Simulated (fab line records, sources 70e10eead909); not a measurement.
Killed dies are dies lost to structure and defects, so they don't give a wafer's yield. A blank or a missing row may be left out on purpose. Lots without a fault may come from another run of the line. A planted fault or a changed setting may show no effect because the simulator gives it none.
A struck lot beside a sound one | flow nand_harc | 43 steps out of a route of 1159
Sound: wafers L740.1, L740.4, L740.5. Struck: wafers L749.1, L749.4, L749.6. The cause comes at the end.
At each step with rows: each side's tool, then ch and its chambers, then its first start. Under that, the readings that differ: sound wafers | struck wafers | difference of the means | sigmas: that difference in standard deviations of wafers without a fault.
alike: readings whose means differ by less than 2 such deviations, and words and numbers that are the same on both sides. not compared: withheld readings, readings that some wafer has no value for, bounds like >300 that may hide the same value, and numbers for which the record gives no deviation and whose values overlap.
The two part at a step that has a row with sigmas, a row that says differs or no value, or rows on one side only. Numbers that don't overlap but have no deviation are shown without sigmas and don't part them. A reading that every wafer of one side lacks parts them only if that side has two wafers or more.

NHARC_A_CONTACT_INSPECT_44:
  sound on defect_inspect-01, day 16 12:11; struck on defect_inspect-01, day 19 05:23
  alike: raw_defect_count
then, 3 steps without rows for these wafers: NHARC_A_CONTACT_DESCUM_47 (chemistry O2, time 3 s); NHARC_A_CONTACT_ETCH_48 (etches the open film in CF4, target depth 39 nm, time 65 s); NHARC_A_CONTACT_ETCH_49 (etches the open film in N2/H2, target depth 260 nm, time 475.3 s).
NHARC_A_CONTACT_ETCH_50: etches the open film in CF4/CHF3, target depth 84.7 nm, time 42.4 s.
  sound on rie_diel-13 ch 0,1,2; struck on rie_diel-13 ch 0,2,3
  alike: drypump_motor_current_A, oes_product_au, rf_vpp_V, showerhead_plenum_p_Torr, throttle_valve_pct
  not compared: rf_hours_counter_h
then, 3 steps without rows for these wafers: NHARC_A_CONTACT_ETCH_51 (etches the open film in O2/COS, target depth 3600 nm, time 936 s); NHARC_A_CONTACT_ETCH_111 (etches the open film in C4F8/O2/Ar, time 140 s, target depth 700 nm); NHARC_A_CONTACT_ETCH_112 (etches the open film in C4F8/O2/Ar, time 94 s, target depth 922 nm).
NHARC_A_CONTACT_ETCH_113: etches the open film in C4F8/O2/Ar, time 94 s, target depth 922 nm.
  sound on har_cap_etch-03 ch 0,1, day 16 13:49; struck on har_cap_etch-01 ch 0,1, day 19 07:14
  not compared: rf_hours_counter_h
then, 2 steps without rows for these wafers: NHARC_A_CONTACT_ETCH_114 (etches the open film in C4F8/O2/Ar, time 94 s, target depth 922 nm); NHARC_A_CONTACT_ETCH_115 (etches the open film in C4F8/O2/Ar, time 94 s, target depth 922 nm).
NHARC_A_CONTACT_ETCH_116: etches the open film in C4F8/O2/Ar, time 94 s, target depth 922 nm.
  sound on har_cap_etch-03 ch 0,1, day 16 14:05; struck on har_cap_etch-01 ch 0,1, day 19 07:30
  not compared: rf_hours_counter_h
NHARC_A_CONTACT_ETCH_117: etches the open film in C4F8/O2/Ar, time 94 s, target depth 922 nm.
  sound on har_cap_etch-03 ch 0,1, day 16 14:10; struck on har_cap_etch-01 ch 0,1, day 19 07:35
  not compared: rf_hours_counter_h
then, 1 step without rows for these wafers: NHARC_A_CONTACT_ETCH_118 (etches the open film in C4F8/O2/Ar, time 94 s, target depth 922 nm).
NHARC_A_CONTACT_ETCH_119: etches the open film in C4F8/O2/Ar, time 94 s, target depth 922 nm.
  sound on har_cap_etch-03 ch 0,1, day 16 14:21; struck on har_cap_etch-01 ch 0,1, day 19 07:46
  not compared: rf_hours_counter_h
then, 2 steps without rows for these wafers: NHARC_A_CONTACT_ETCH_120 (etches the open film in C4F8/O2/Ar, time 94 s, target depth 922 nm); NHARC_A_CONTACT_ETCH_121 (etches the open film in C4F8/O2/Ar, time 94 s, target depth 922 nm).
NHARC_A_CONTACT_ETCH_122: etches the open film in C4F8/O2/Ar, time 95 s, target depth 930 nm.
  sound on har_cap_etch-03 ch 0,1, day 16 14:37; struck on har_cap_etch-01 ch 0,1, day 19 08:03
  not compared: rf_hours_counter_h
then, 3 steps without rows for these wafers: NHARC_A_CONTACT_ETCH_123 (etches the open film in C4F8/O2/Ar, time 253 s, target depth 1090 nm); NHARC_A_CONTACT_ETCH_90 (etches the open film in CH3F/O2, target depth 40 nm, time 85.7 s); NHARC_A_CONTACT_ETCH_96 (etches the open film in C4F6/O2, target depth 20 nm, time 10 s).
NHARC_A_CONTACT_CD_MEAS_53:
  sound on cd_sem-03, day 16 15:31; struck on cd_sem-03, day 19 08:59
  alike: cd_nm
then, 18 steps without rows for these wafers: NHARC_A_CONTACT_STRIP_99 (strips in N2/H2); NHARC_A_CONTACT_STRIP_100 (strips in CF4/CHF3); NHARC_A_CONTACT_STRIP_101 (strips in O2/COS); NHARC_A_CONTACT_ETCH_102 (etches the open film in CF4/O2, target depth 70 nm, overetch 7 nm, time 38.5 s); NHARC_A_CONTACT_STRIP_55 (strips in O2); NHARC_A_CONTACT_STRIP_56 (strips in post etch residue remover, time 600 s); NHARC_A_CONTACT_DEP_57 (deposits aC, target thk 2800 nm); NHARC_A_CONTACT_DEP_58 (deposits SiON, target thk 60 nm); NHARC_A_CONTACT_DEHYDRATE_59 (time 120 s); NHARC_A_CONTACT_HMDS_60 (time 30 s); NHARC_A_CONTACT_COAT_61 (time 75 s); NHARC_A_CONTACT_COAT_62 (time 65 s); NHARC_A_CONTACT_COAT_63 (resist thk 90 nm); NHARC_A_CONTACT_SOFTBAKE_64 (time 55 s); NHARC_A_CONTACT_EBR_65; NHARC_A_CONTACT_EXPOSE_66 (exposes mask A CC 2); NHARC_A_CONTACT_PEB_67 (peb time 65 s); NHARC_A_CONTACT_DEVELOP_68 (develop time 35 s).
NHARC_A_CONTACT_CD_MEAS_69: target cd 200 nm.
  sound on cd_sem-02 ch 0, day 16 19:08; struck on cd_sem-02 ch 0, day 19 13:17
  alike: cd_nm
NHARC_A_CONTACT_OVL_MEAS_70:
  sound on overlay-01, day 16 19:13; struck on overlay-02, day 19 13:23
  reading           | sound         | struck         | difference | sigmas
  overlay_x_nm (nm) | 0.0 -0.2 -0.4 | -1.8 -2.8 -1.6 | -1.9       | -2
  alike: overlay_y_nm
-- the record jumps here: 2 days lie between the struck wafers' starts before and after (it left off in module A_CONTACT and takes up again in module END, whose first step shown is number 1159 of the route) --
NHARC_END_SORT_01:
  the record has rows for the struck wafers here (prober-01 ch 0, day 22 00:07) and none for the sound ones

WHERE THEY PART
First at NHARC_A_CONTACT_OVL_MEAS_70; last, within this record, at NHARC_END_SORT_01.

WHY: what the simulator had put in
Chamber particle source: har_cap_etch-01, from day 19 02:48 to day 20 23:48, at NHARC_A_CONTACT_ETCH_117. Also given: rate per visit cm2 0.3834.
